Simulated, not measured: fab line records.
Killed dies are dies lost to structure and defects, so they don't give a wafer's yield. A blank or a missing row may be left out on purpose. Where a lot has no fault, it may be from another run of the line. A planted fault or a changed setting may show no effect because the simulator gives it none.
fab line records -- flow nand-harc
[record] lots = 6, wafers = 18, last-day = 32
route steps=1302 shown P_CONTACT@234 P_M0@253 END@1302
lots that met no fault: taken from a fault-free run of the same line
start-h: hours from the record's opening day to when the first of the lot's shown wafers began -- wait-h: hours from the lot's prior step to this one -- " as in the row above -- L1.1+2: a single row standing in for several wafers -- - no value present, or no start provided -- * or withheld: withheld -- < > ~ a bound
route shown NAME@n: NAME is a module with steps in the file, n the number in the route of the first one -- usual: mean/standard deviation of fault-free wafers -- same: alike in all rows -- chamber/n: place in a boat -- sites: each site's reading -- _std_site: how widely they spread, as a standard deviation -- _edge_site: outer sites' mean less inner sites' -- radius-mm: for every site, how far away it sits from the centre of the wafer -- mask NAME#n: copy n -- behind: tool/chamber where the wafer was last shaped -- hold: why the lot went on hold/how many hours it stayed there/how the hold came to an end -- device: transistor that didn't switch, given as n, p or np -- end of line: tests run on the same wafers once the route is complete -- a step without rows: its recipe alone -- killed: dies that structure and defects cost at the first sort, which is not the same as the wafer's yield -- map: shows each die of a wafer: x if killed, . if not, _ if none is there
set.NAME: the setting that was run; set.NAME@STEP: the one run at that earlier step -- model.NAME: the simulator's own value behind a step, which no gauge read
certain route steps with their lots: each step a table, each wafer a row
services: from which hour (start-h, from the record's first day; less than 0 if before it) a tool's chamber was out of use, for how many hours, and why
[[steps]]
[step NHARC_P_CONTACT_INSPECT_14]
[usual] raw-defect-count = 4.3/2.6
lot.wafer,tool,chamber,start-h,wait-h,raw-defect-count
L242.1,defect-inspect-02,-,133.36,0.0,2
L242.3,defect-inspect-02,-,133.36,0.0,1
L242.4,defect-inspect-02,-,133.36,0.0,4
L244.1,defect-inspect-02,-,153.83,0.0,9
L244.3,defect-inspect-02,-,153.83,0.0,4
L244.5,defect-inspect-02,-,153.83,0.0,11
L245.1,defect-inspect-02,-,164.25,0.0,5
L245.2,defect-inspect-02,-,164.25,0.0,4
L245.5,defect-inspect-02,-,164.25,0.0,3
L249.3,defect-inspect-01,-,195.18,0.0,1
L249.4,defect-inspect-01,-,195.18,0.0,3
L249.6,defect-inspect-01,-,195.18,0.0,4
L251.2,defect-inspect-02,-,218.61,0.0,2
L251.4,defect-inspect-02,-,218.61,0.0,1
L251.5,defect-inspect-02,-,218.61,0.0,4
L261.2,defect-inspect-01,-,333.19,0.0,4
L261.5,defect-inspect-01,-,333.19,0.0,9
L261.6,defect-inspect-01,-,333.19,0.0,0
[step NHARC_P_CONTACT_DESCUM_17]
[recipe] time-s = 3, o2-flow-sccm = 200, ar-flow-sccm = 0, bias-power-w = 0, chemistry = O2
[step NHARC_P_CONTACT_ETCH_35]
[recipe] target-depth-a = 390, over-etch-frac = 0.3, time-s = 65, ion-energy-ev = 80, cf4-flow-sccm = 150, ar-flow-sccm = 0, rf-w = 300, bias-w = 100, chemistry = CF4
[step NHARC_P_CONTACT_ETCH_36]
[recipe] target-depth-a = 2600, over-etch-frac = 0.25, time-s = 406.25, ion-energy-ev = 200, n2-flow-sccm = 150, h2-flow-sccm = 150, ar-flow-sccm = 0, rf-w = 400, bias-w = 150, chemistry = N2/H2
[step NHARC_P_CONTACT_ETCH_18]
[recipe] target-depth-a = 4810, time-s = 240.5, c4f8-flow-sccm = 20, o2-flow-sccm = 10, ar-flow-sccm = withheld, rf-w = 600, bias-w = 1500, chemistry = C4F8/O2/Ar
[step NHARC_P_CONTACT_STRIP_37]
[recipe] c4f8-flow-sccm = withheld, o2-flow-sccm = 8, ar-flow-sccm = withheld, bias-w = 0, chemistry = C4F8/O2/Ar
[step NHARC_P_CONTACT_ETCH_31]
[recipe] target-depth-a = 300, time-s = 85.7, ion-energy-ev = 120, over-etch-frac = 1, ch3f-flow-sccm = 50, o2-flow-sccm = 30, ar-flow-sccm = 200, rf-w = 500, bias-w = 100, chemistry = CH3F/O2
[step NHARC_P_CONTACT_CD_MEAS_19]
[usual] cd-nm = 89.6/1.9
lot.wafer,tool,chamber,start-h,wait-h,cd-nm
L242.1,cd-sem-02,-,134.29,-,86.1
L242.3,cd-sem-02,-,134.29,-,91.0
L242.4,cd-sem-02,-,134.29,-,86.7
L244.1,cd-sem-02,-,154.80,-,89.3
L244.3,cd-sem-02,-,154.80,-,90.4
L244.5,cd-sem-02,-,154.80,-,90.8
L245.1,cd-sem-03,-,165.21,-,90.9
L245.2,cd-sem-03,-,165.21,-,90.5
L245.5,cd-sem-03,-,165.21,-,89.3
L249.3,cd-sem-03,-,196.26,-,88.6
L249.4,cd-sem-03,-,196.26,-,92.0
L249.6,cd-sem-03,-,196.26,-,87.8
L251.2,cd-sem-02,-,219.56,-,88.3
L251.4,cd-sem-02,-,219.56,-,92.9
L251.5,cd-sem-02,-,219.56,-,92.2
L261.2,cd-sem-02,-,334.13,-,89.8
L261.5,cd-sem-02,-,334.13,-,89.5
L261.6,cd-sem-02,-,334.13,-,87.9
[step NHARC_P_CONTACT_STRIP_28]
[recipe] o2-flow-sccm = 500, ar-flow-sccm = 0, bias-w = 0, chemistry = O2
[step NHARC_P_CONTACT_STRIP_29]
[recipe] time-s = 1200, temp-c = 72.5, chemistry = post-etch-residue-remover
[step NHARC_P_CONTACT_DEGAS_38]
[recipe] temp-c = 300, time-s = 60
[usual] heater-power-w = 472/46
lot.wafer,tool,chamber,start-h,wait-h,heater-power-w
L242.1,pvd-sputter-03,-,135.01,-,523
L242.3,pvd-sputter-03,-,135.01,-,475
L242.4,pvd-sputter-03,-,135.01,-,462
L244.1,pvd-sputter-01,-,155.51,-,421
L244.3,pvd-sputter-01,-,155.51,-,449
L244.5,pvd-sputter-01,-,155.51,-,414
L245.2,pvd-sputter-02,-,165.92,-,526
L245.1,pvd-sputter-02,-,165.92,-,488
L245.5,pvd-sputter-02,-,165.92,-,513
L249.4,pvd-sputter-01,-,196.98,-,514
L249.3,pvd-sputter-01,-,196.98,-,424
L249.6,pvd-sputter-01,-,196.98,-,432
L251.2,pvd-sputter-01,-,220.26,-,419
L251.4,pvd-sputter-01,-,220.26,-,519
L251.5,pvd-sputter-01,-,220.26,-,448
L261.2,pvd-sputter-01,-,334.84,-,478
L261.5,pvd-sputter-01,-,334.84,-,464
L261.6,pvd-sputter-01,-,334.84,-,489
[step NHARC_P_CONTACT_PRE_CLEAN_39]
[recipe] time-s = 19.5, bias-v = 250, gas = Ar
[step NHARC_P_CONTACT_PVD_32]
[recipe] target-thk-a = 50, chamber-pressure-pa = 5, power-w = 5000, substrate-temp-c = 200, time-s = 17.7, material = Ti
[usual] throttle-valve-pct = 30.1/1.2
lot.wafer,tool,chamber,start-h,wait-h,throttle-valve-pct
L242.3,pvd-sputter-03,-,135.12,-,30.4
L242.1,pvd-sputter-03,-,135.12,-,28.8
L242.4,pvd-sputter-03,-,135.12,-,30.6
L244.1,pvd-sputter-01,-,155.65,-,32.1
L244.3,pvd-sputter-01,-,155.65,-,31.7
L244.5,pvd-sputter-01,-,155.65,-,32.2
L245.1,pvd-sputter-02,-,166.07,-,28.0
L245.2,pvd-sputter-02,-,166.07,-,29.2
L245.5,pvd-sputter-02,-,166.07,-,28.8
L249.4,pvd-sputter-01,-,197.09,-,32.2
L249.3,pvd-sputter-01,-,197.09,-,30.2
L249.6,pvd-sputter-01,-,197.09,-,32.2
L251.4,pvd-sputter-01,-,220.40,-,32.2
L251.2,pvd-sputter-01,-,220.40,-,31.5
L251.5,pvd-sputter-01,-,220.40,-,32.1
L261.2,pvd-sputter-01,-,335.00,-,30.1
L261.6,pvd-sputter-01,-,335.00,-,32.0
L261.5,pvd-sputter-01,-,335.00,-,29.2
[step NHARC_P_CONTACT_ALD_22]
[recipe] target-thk-a = 30, pulse-time-s = 1, ald-cycles = 150, temp-c = 450, material = TiN
[step NHARC_P_CONTACT_CVD_23]
[recipe] target-thk-a = 2000, temp-c = 300, pressure-torr = 40, wf6-flow-sccm = 40, h2-flow-sccm = 1600, ar-flow-sccm = 1560, time-s = 557, material = W
[step NHARC_P_CONTACT_CMP_24]
[recipe] t-overpolish-s = 30, target-thk-nm = 200
[usual] motor-current-A = 12.2/1.2, overpolish-run-s = 30.002/0.0099, slurry-flow-ml-min = 150.0/0.5, time-to-endpoint-s = 40/3.8
lot.wafer,tool,chamber,start-h,wait-h,motor-current-A,overpolish-run-s,slurry-flow-ml-min,time-to-endpoint-s
L242.3,cmp-02,2,136.09,0.3,11.0,29.993,150.0,41
L242.1,cmp-02,3,136.09,0.3,12.3,30.016,149.1,39
L242.4,cmp-02,1,136.09,0.3,13.3,29.997,150.1,43
L244.3,cmp-04,1,156.62,0.3,13.1,29.982,149.6,45
L244.1,cmp-04,2,156.62,0.3,12.8,29.996,149.7,38
L244.5,cmp-04,1,156.62,0.3,12.6,30.005,150.1,45
L245.1,cmp-01,1,167.57,1.0,11.6,30.007,150.3,39
L245.2,cmp-01,2,167.57,1.0,11.7,29.996,149.8,33
L245.5,cmp-01,0,167.57,1.0,12.2,30.002,149.7,36
L249.3,cmp-01,2,198.07,0.3,12.1,30.005,150.1,33
L249.4,cmp-01,3,198.07,0.3,15.1,30.005,149.7,46
L249.6,cmp-01,1,198.07,0.3,11.5,30.003,149.5,37
L251.4,cmp-04,1,221.91,0.5,13.2,30.011,149.3,41
L251.2,cmp-04,2,221.91,0.5,13.2,30.004,151.0,37
L251.5,cmp-04,2,221.91,0.5,12.8,30.000,150.7,34
L261.2,cmp-02,1,336.00,0.6,13.3,30.008,149.8,45
L261.6,cmp-02,2,336.00,0.6,10.8,30.006,150.3,44
L261.5,cmp-02,3,336.00,0.6,11.5,30.012,149.7,41
[step NHARC_P_CONTACT_SRD_26]
[step NHARC_P_M0_DEP_00]
[recipe] target-thk-a = 1500, target-thk-nm = 150, temp-c = withheld, pressure-torr = 5, flow-sccm = 200, rf-w = 600, material = SiOC
[step NHARC_P_M0_DEHYDRATE_01]
[recipe] temp-c = 150, time-s = 120
[step NHARC_P_M0_HMDS_02]
[recipe] time-s = 30
[step NHARC_P_M0_COAT_33]
[recipe] temp-c = 200, time-s = 65
[step NHARC_P_M0_COAT_03]
[recipe] spin-rpm = 1500, resist-thk-nm = 90
[step NHARC_P_M0_SOFTBAKE_04]
[recipe] temp-c = 105, time-s = 55
[step NHARC_P_M0_EBR_05]
[step NHARC_P_M0_EXPOSE_06]
[recipe] na = 1.35, target-cd-nm = 90, dose-mj = 81.28, mask-id = P_M0
[step NHARC_P_M0_PEB_07]
[recipe] peb-temp-c = 100, peb-time-s = 65
[step NHARC_P_M0_DEVELOP_08]
[recipe] develop-time-s = 35, dev-temp-c = 23
[step NHARC_P_M0_CD_MEAS_09]
[recipe] target-cd-nm = 90, landing-energy-ev = 500
[usual] cd-nm = 90.0/0.85
lot.wafer,tool,chamber,start-h,wait-h,cd-nm
L242.1,cd-sem-02,0,137.39,-,90.6
L242.3,cd-sem-02,0,137.39,-,91.6
L242.4,cd-sem-02,0,137.39,-,91.0
L244.1,cd-sem-02,0,157.91,-,89.2
L244.3,cd-sem-02,0,157.91,-,91.7
L244.5,cd-sem-02,0,157.91,-,90.8
L245.1,cd-sem-03,0,168.85,-,89.8
L245.2,cd-sem-03,0,168.85,-,89.5
L245.5,cd-sem-03,0,168.85,-,90.1
L249.3,cd-sem-03,0,199.37,-,90.4
L249.4,cd-sem-03,0,199.37,-,89.5
L249.6,cd-sem-03,0,199.37,-,90.0
L251.2,cd-sem-01,0,223.21,-,90.0
L251.4,cd-sem-01,0,223.21,-,90.2
L251.5,cd-sem-01,0,223.21,-,89.4
L261.2,cd-sem-02,0,337.29,-,90.5
L261.5,cd-sem-02,0,337.29,-,90.0
L261.6,cd-sem-02,0,337.29,-,91.1
[step NHARC_P_M0_OVL_MEAS_10]
[recipe] pitch-nm = 180
[usual] overlay-x-nm = 0.2/0.93, overlay-y-nm = 0.2/0.88
lot.wafer,tool,chamber,start-h,wait-h,overlay-x-nm,overlay-y-nm
L242.1,overlay-02,-,137.48,-,1.5,0.9
L242.3,overlay-02,-,137.48,-,1.7,0.4
L242.4,overlay-02,-,137.48,-,1.9,1.1
L244.1,overlay-01,-,158.00,-,1.0,-0.1
L244.3,overlay-01,-,158.00,-,0.8,-0.4
L244.5,overlay-01,-,158.00,-,0.5,0.5
L245.1,overlay-02,-,168.94,-,0.1,-0.6
L245.2,overlay-02,-,168.94,-,0.0,-0.9
L245.5,overlay-02,-,168.94,-,0.2,-0.9
L249.3,overlay-02,-,199.45,-,-0.3,1.8
L249.4,overlay-02,-,199.45,-,0.1,1.7
L249.6,overlay-02,-,199.45,-,0.3,1.4
L251.2,overlay-02,-,223.30,-,-0.3,0.9
L251.4,overlay-02,-,223.30,-,-0.5,1.0
L251.5,overlay-02,-,223.30,-,-0.4,1.4
L261.2,overlay-01,-,337.38,-,-1.0,-0.2
L261.5,overlay-01,-,337.38,-,-0.4,0.2
L261.6,overlay-01,-,337.38,-,-0.7,0.4
[step NHARC_P_M0_DESCUM_14]
[recipe] time-s = 3, o2-flow-sccm = 200, ar-flow-sccm = 0, bias-power-w = 0, chemistry = O2
[usual] drypump-motor-current-A = 5.6/0.46, oes-product-au = 0.997/0.014, rf-vpp-V = 57.8/1, showerhead-plenum-p-Torr = 1.92/0.095, throttle-valve-pct = 11.310/0.009
[same] bias-power-w = 0
lot.wafer,tool,chamber,start-h,wait-h,drypump-motor-current-A,oes-product-au,rf-hours-counter-h,rf-vpp-V,showerhead-plenum-p-Torr,throttle-valve-pct
L242.4,rie-diel-04,0,137.58,0.1,6.1,0.986,17,58.1,1.83,11.303
L242.3,rie-diel-04,1,137.58,0.1,6.2,1.007,16,60.9,2.02,11.308
L242.1,rie-diel-04,2,137.58,0.1,5.6,1.020,17,59.3,2.02,11.316
L244.3,rie-diel-04,3,158.10,0.1,4.8,1.022,21,56.4,1.85,11.322
L244.1,rie-diel-04,2,158.10,0.1,5.6,1.005,23,57.9,2.01,11.318
L244.5,rie-diel-04,3,158.10,0.1,4.8,1.026,-,55.6,1.85,11.280
L245.1,rie-diel-04,1,169.05,0.1,6.2,0.990,24,58.7,2.02,11.318
L245.2,rie-diel-04,2,169.05,0.1,5.6,0.995,24,58.0,2.01,11.312
L245.5,rie-diel-04,3,169.05,0.1,4.8,1.015,-,57.6,1.84,11.302
L249.3,rie-diel-04,1,199.57,0.1,6.2,1.001,0,58.2,2.02,11.315
L249.4,rie-diel-04,2,199.57,0.1,5.6,1.002,1,57.0,2.01,11.308
L249.6,rie-diel-04,3,199.57,0.1,4.8,1.013,-,57.6,1.84,11.312
L251.4,rie-diel-04,3,223.40,0.1,4.8,0.987,5,57.0,1.84,11.311
L251.2,rie-diel-04,0,223.40,0.1,6.1,1.021,5,58.0,1.82,11.300
L251.5,rie-diel-04,3,223.40,0.1,4.8,0.989,-,56.9,1.84,11.318
L261.2,rie-diel-04,1,337.50,0.1,6.1,0.990,23,58.9,2.01,11.319
L261.6,rie-diel-04,2,337.50,0.1,5.6,0.987,-,58.1,2.00,11.293
L261.5,rie-diel-04,3,337.50,0.1,4.8,0.988,-,56.3,1.84,11.309
[step NHARC_P_M0_ETCH_34]
[recipe] target-depth-a = 400, overetch-a = 120, time-s = 43.94, ion-energy-ev = 200, n2-flow-sccm = 150, h2-flow-sccm = 150, ar-flow-sccm = 0, rf-w = 400, bias-w = 150, chemistry = N2/H2
[step NHARC_P_M0_ETCH_15]
[recipe] target-depth-a = 1500, overetch-a = 150, time-s = 82.5, c4f8-flow-sccm = withheld, ar-flow-sccm = 400, rf-w = 600, bias-w = 300, chemistry = C4F8/Ar
[usual] oes-product-au = 0.954/0.025, rf-fwd-power-W = 594.3/2.2, rf-vpp-V = 440.9/2.9
lot.wafer,tool,chamber,start-h,wait-h,oes-product-au,rf-fwd-power-W,rf-hours-counter-h,rf-vpp-V
L242.4,rie-diel-04,2,-,-,0.982,592.2,17,444.8
L242.1,rie-diel-04,0,-,-,0.953,593.6,17,439.4
L242.3,rie-diel-04,1,-,-,0.959,596.6,16,443.4
L244.1,rie-diel-04,2,-,-,0.945,591.0,23,444.1
L244.3,rie-diel-04,0,-,-,0.932,599.0,23,438.1
L244.5,rie-diel-04,3,-,-,0.960,591.7,-,439.4
L245.1,rie-diel-04,3,-,-,0.985,593.4,23,438.3
L245.2,rie-diel-04,2,-,-,0.977,591.4,25,443.9
L245.5,rie-diel-04,3,-,-,0.986,594.4,-,438.9
L249.4,rie-diel-04,3,-,-,0.974,596.3,1,437.3
L249.3,rie-diel-04,2,-,-,0.983,592.1,1,443.5
L249.6,rie-diel-04,3,-,-,0.974,598.0,-,441.3
L251.4,rie-diel-04,3,-,-,0.952,596.0,5,440.1
L251.2,rie-diel-04,0,-,-,0.994,592.8,5,438.0
L251.5,rie-diel-04,2,-,-,0.966,589.4,-,444.0
L261.2,rie-diel-04,1,-,-,0.959,592.7,23,445.1
L261.5,rie-diel-04,3,-,-,0.925,593.2,-,438.8
L261.6,rie-diel-04,0,-,-,0.985,596.0,-,438.9
[step NHARC_P_M0_CD_MEAS_16]
[usual] cd-nm = 90.1/1.1
lot.wafer,tool,chamber,start-h,wait-h,cd-nm
L242.1,cd-sem-01,-,137.88,-,89.8
L242.3,cd-sem-01,-,137.88,-,90.8
L242.4,cd-sem-01,-,137.88,-,90.1
L244.1,cd-sem-02,-,158.52,-,88.6
L244.3,cd-sem-02,-,158.52,-,92.2
L244.5,cd-sem-02,-,158.52,-,91.0
L245.1,cd-sem-03,-,169.34,-,90.4
L245.2,cd-sem-03,-,169.34,-,89.1
L245.5,cd-sem-03,-,169.34,-,89.8
L249.3,cd-sem-03,-,199.86,-,90.4
L249.4,cd-sem-03,-,199.86,-,90.4
L249.6,cd-sem-03,-,199.86,-,89.6
L251.2,cd-sem-01,-,223.69,-,89.6
L251.4,cd-sem-01,-,223.69,-,89.9
L251.5,cd-sem-01,-,223.69,-,89.4
L261.2,cd-sem-02,-,337.77,-,90.6
L261.5,cd-sem-02,-,337.77,-,89.4
L261.6,cd-sem-02,-,337.77,-,91.5
[step NHARC_P_M0_STRIP_18]
[recipe] power-w = 1000, n2-flow-sccm = 150, h2-flow-sccm = 150, ar-flow-sccm = 0, bias-w = 0, chemistry = N2/H2
[step NHARC_P_M0_STRIP_19]
[recipe] time-s = 600, temp-c = 30, chemistry = post-etch-residue-remover
[step NHARC_P_M0_DEGAS_28]
[recipe] temp-c = 250, time-s = 60
[step NHARC_P_M0_PRE_CLEAN_29]
[recipe] time-s = 30, temp-c = 280, gas = H2/He
[step NHARC_P_M0_PVD_20]
[recipe] target-thk-a = 50, bias-v = 168.6, power-w = 15000, chamber-pressure-pa = 0.12, time-s = 8.06, substrate-temp-c = 50, material = TaN
[step NHARC_P_M0_PVD_21]
[recipe] target-thk-a = 300, chamber-pressure-pa = 5, power-w = 5000, substrate-temp-c = 30, time-s = 20.49, material = Cu
[usual] throttle-valve-pct = 29.5/1.2
lot.wafer,tool,chamber,start-h,wait-h,throttle-valve-pct
L242.4,pvd-sputter-03,-,-,-,28.8
L242.3,pvd-sputter-03,-,-,-,30.0
L242.1,pvd-sputter-03,-,-,-,30.3
L244.3,pvd-sputter-02,-,-,-,29.0
L244.1,pvd-sputter-02,-,-,-,28.9
L244.5,pvd-sputter-02,-,-,-,29.1
L245.1,pvd-sputter-02,-,-,-,28.8
L245.2,pvd-sputter-02,-,-,-,28.2
L245.5,pvd-sputter-02,-,-,-,28.7
L249.4,pvd-sputter-02,-,-,-,29.3
L249.3,pvd-sputter-02,-,-,-,28.1
L249.6,pvd-sputter-02,-,-,-,29.0
L251.4,pvd-sputter-01,-,-,-,30.2
L251.2,pvd-sputter-01,-,-,-,31.5
L251.5,pvd-sputter-01,-,-,-,32.2
L261.2,pvd-sputter-02,-,-,-,28.6
L261.6,pvd-sputter-02,-,-,-,29.3
L261.5,pvd-sputter-02,-,-,-,27.4
[step NHARC_END_SORT_01]
[recipe] temp-c = 25
[usual] killed-at-array = 61/24, killed-at-other = 1.2/1.3, killed-at-periphery = 3.7/2.6, killed-dies = 66/23, killed-open = 3.3/1.8, killed-short = 2.4/1.6
[same] gross-dies = 677
lot.wafer,tool,chamber,start-h,wait-h,killed-at-array,killed-at-other,killed-at-periphery,killed-dies,killed-open,killed-short
L242.1,prober-02,0,582.25,2.5,67,1,1,69,6,1
L242.3,prober-02,0,583.85,3.1,81,0,1,82,3,2
L242.4,prober-02,0,584.65,3.4,83,0,2,85,3,1
L249.3,prober-01,0,623.65,3.1,87,0,69,156,1,2
L249.4,prober-01,0,624.45,3.4,86,1,78,165,2,1
L249.6,prober-01,0,626.04,4.0,95,1,78,174,7,1
L251.2,prober-02,0,670.37,2.8,86,0,41,127,2,1
L251.4,prober-02,0,671.95,3.4,85,1,76,162,3,4
L251.5,prober-02,0,672.73,3.6,76,0,74,150,1,1
L261.2,prober-02,0,773.19,2.8,80,0,4,84,4,2
// killed by level:class
L242.1 A_CHANNEL_HOLE_D2:chamber-film-flake=29 A_CHANNEL_HOLE_D1:chamber-film-flake=25 A_ONON_D2:geometric-particle:open=3 A_STAIRCASE:chamber-film-flake=2 A_CONTACT:chamber-film-flake=2 P_CONTACT:geometric-particle:open=1 A_SOURCE_PLATE:geometric-particle:short=1 A_DECK1_JOINT:geometric-particle:open=1
L242.3 A_CHANNEL_HOLE_D1:chamber-film-flake=41 A_CHANNEL_HOLE_D2:chamber-film-flake=30 A_STAIRCASE:chamber-film-flake=2 A_CONTACT:chamber-film-flake=2 A_CHANNEL_HOLE_D2:geometric-particle:short=1 A_CHANNEL_FILL_D2:geometric-particle:open=1 A_SGD_CUT:geometric-particle:open=1 A_WL_FILL:geometric-particle:short=1
L242.4 A_CHANNEL_HOLE_D2:chamber-film-flake=35 A_CHANNEL_HOLE_D1:chamber-film-flake=35 P_GATE:chamber-film-flake=2 A_CONTACT:chamber-film-flake=2 A_STAIRCASE:chamber-film-flake=2 A_SOURCE_PLATE:geometric-particle:open=1 A_CHANNEL_HOLE_D1:geometric-particle:open=1 A_DECK1_JOINT:geometric-particle:short=1
L249.3 P_CONTACT:unspecified=69 A_CHANNEL_HOLE_D1:chamber-film-flake=34 A_CHANNEL_HOLE_D2:chamber-film-flake=22 A_SLIT:chamber-film-flake=20 A_STAIRCASE:chamber-film-flake=4 A_CONTACT:chamber-film-flake=4 A_CHANNEL_FILL_D1:geometric-particle:short=1 A_CHANNEL_FILL_D2:geometric-particle:short=1
L249.4 P_CONTACT:unspecified=75 A_CHANNEL_HOLE_D2:chamber-film-flake=32 A_SLIT:chamber-film-flake=24 A_CHANNEL_HOLE_D1:chamber-film-flake=18 A_CONTACT:chamber-film-flake=4 P_BONDPAD:chamber-film-flake=2 A_STAIRCASE:chamber-film-flake=2 A_WL_FILL:chamber-film-flake=2
L249.6 P_CONTACT:unspecified=74 A_SLIT:chamber-film-flake=31 A_CHANNEL_HOLE_D2:chamber-film-flake=30 A_CHANNEL_HOLE_D1:chamber-film-flake=20 A_WL_FILL:chamber-film-flake=4 A_CONTACT:chamber-film-flake=2 P_CONTACT:geometric-particle:open=1 P_M1:geometric-particle:open=1
L251.2 P_CONTACT:unspecified=40 A_SLIT:chamber-film-flake=40 A_CHANNEL_HOLE_D1:chamber-film-flake=23 A_CONTACT:chamber-film-flake=9 A_SGD_CUT:chamber-film-flake=6 A_CHANNEL_HOLE_D2:chamber-film-flake=3 A_STAIRCASE:chamber-film-flake=2 A_WL_FILL:geometric-particle:short=1
L251.4 P_CONTACT:unspecified=74 A_SLIT:chamber-film-flake=35 A_CHANNEL_HOLE_D1:chamber-film-flake=26 A_CONTACT:chamber-film-flake=7 A_SGD_CUT:chamber-film-flake=4 A_WL_FILL:chamber-film-flake=4 A_STAIRCASE:chamber-film-flake=3 A_WL_FILL:geometric-particle:short=2
L251.5 P_CONTACT:unspecified=70 A_SLIT:chamber-film-flake=32 A_CHANNEL_HOLE_D1:chamber-film-flake=23 A_CONTACT:chamber-film-flake=11 A_WL_FILL:chamber-film-flake=3 P_ZERO_WELL:chamber-film-flake=2 A_SGD_CUT:chamber-film-flake=2 A_CHANNEL_HOLE_D2:chamber-film-flake=2
L261.2 A_CHANNEL_HOLE_D2:chamber-film-flake=25 A_CHANNEL_HOLE_D1:chamber-film-flake=18 A_SLIT:chamber-film-flake=17 A_CONTACT:chamber-film-flake=7 A_STAIRCASE:chamber-film-flake=6 A_CHANNEL_FILL_D2:chamber-film-flake=3 P_STI:geometric-particle:open=1 P_CONTACT:geometric-particle:open=1
// map L249.6 (x killed, . not)
____________.____________
_________......._________
_______.........x._______
______.....x.......______
_____..............._____
____..x..............____
____...x.............____
___...................___
___......x...x........___
__.....xxxx......x.....__
__....x.xxx............__
_....xxxxxx.x.......x..._
_.x.xxxxxxxx............_
_...xxxxxxxxx...x.x....._
_...xxxxxxxxx...x......._
_..xx.xxxxxx............_
....xxxxxxxx.............
.....xxxxxxxx....x.......
......xxxxxx.............
.....xxxxxxx.............
.x...xxxxx..x............
_x...xx.xxxxx..........._
_.......x.xxxxx........._
_.......x.xxxx....x....._
_.........xxxxx.......x._
_........x.xxx...x......_
__........xx..xx.x.....__
__.....x.x.x.xxxx.x....__
___........x.xxxxx....___
___.......x.xxxxx.....___
____.......x..xxxx...____
____....x....x.xx.x..____
_____.........xxxxx._____
______.....x...x...______
_______x..x.....x._______
_________......._________
____________.____________
// map L251.4 (x killed, . not)
____________.____________
_________......._________
_______..........x_______
______.............______
_____..............._____
____..x..x...........____
____...xx........x...____
___...x...x..xx.......___
___...x..xxx...xx.....___
__.......xxxx.x.x......__
__....xxxxxxx.xxx......__
_.....xxxxxx..xxxxxx...._
_.x..xxxxxxxxxxxx......._
_x...xxxxxxx.xxxx......._
_...xxxxxxxxxxxx.x......_
_...xxxxxxxx.x.x.x..x..._
..x..xxxxxxxxx.x..x......
....xxxxxxxxx...x........
.....xxxxxxxx............
....xxxxxxxx.............
.....xxxxxx.x............
_.....xx.xx.xx..x.x....._
_....xxxxx.............x_
_.....x................._
_.................x....._
_......................._
__................x....__
__..................x..__
___..x.......x........___
___...................___
____............x....____
____.................____
_____.........x....._____
______.............______
_______.....x....._______
_________......._________
____________.____________
[[services]]
tool,chamber,start-h,hours,kind
cmp-04,-,113.45,4.0,pm
cmp-04,-,133.47,0.5,repair
pvd-sputter-01,-,134.84,7.9,repair
cmp-01,-,138.83,3.7,repair
pvd-sputter-03,-,143.54,5.3,repair
cmp-02,-,144.52,4.0,pm
cmp-01,-,168.25,0.5,repair
cmp-01,-,169.58,1.6,repair
cmp-04,-,169.75,0.4,repair
pvd-sputter-03,-,170.03,10.0,pm
cmp-04,-,172.97,1.2,repair
cmp-01,-,177.18,1.2,repair
rie-diel-04,-,177.90,9.0,pm
cmp-01,-,185.50,4.0,pm
cmp-04,-,187.37,1.6,repair
rie-diel-04,1,194.10,2.2,repair
pvd-sputter-03,-,223.56,3.3,repair
rie-diel-04,-,225.55,11.8,repair
pvd-sputter-01,-,226.02,10.0,pm
rie-diel-04,2,240.65,8.9,repair
rie-diel-04,-,260.25,0.3,repair
pvd-sputter-02,-,282.00,10.0,pm
pvd-sputter-02,-,320.24,2.9,repair
rie-diel-04,3,324.92,12.1,repair
[[key]]
[first-sign] step = NHARC_END_SORT_01, reading = killed-at-periphery, direction = up, sigmas = 25, usual = 3.7, struck = 69.3
[effect] step = NHARC_END_SORT_01, reading = killed-dies, direction = up, sigmas = 3.9, usual = 66, struck = 156
[more-kills-born-at] NHARC_P_CONTACT_PVD_32@pvd-sputter-01 = 402
met-at NHARC_P_CONTACT_PVD_32
struck-wafers L249.3,L249.4,L249.6,L251.2,L251.4,L251.5
tester-left-out L249,L251
onset-between 155.65 197.09
[fault] kind = chamber-particle-source, tool = pvd-sputter-01, chamber = -, onset-h = 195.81, steps = NHARC_P_CONTACT_PVD_32, rate-per-visit-cm2 = 0.61862, end-h = 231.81
// tester-left-out: of these lots the tester's yield and bins aren't shown, on N5 and GAA mostly nor the transistor test; their killed dies are dies lost to structure and defects alone, not to doping, threshold or leakage, so they don't give the yield
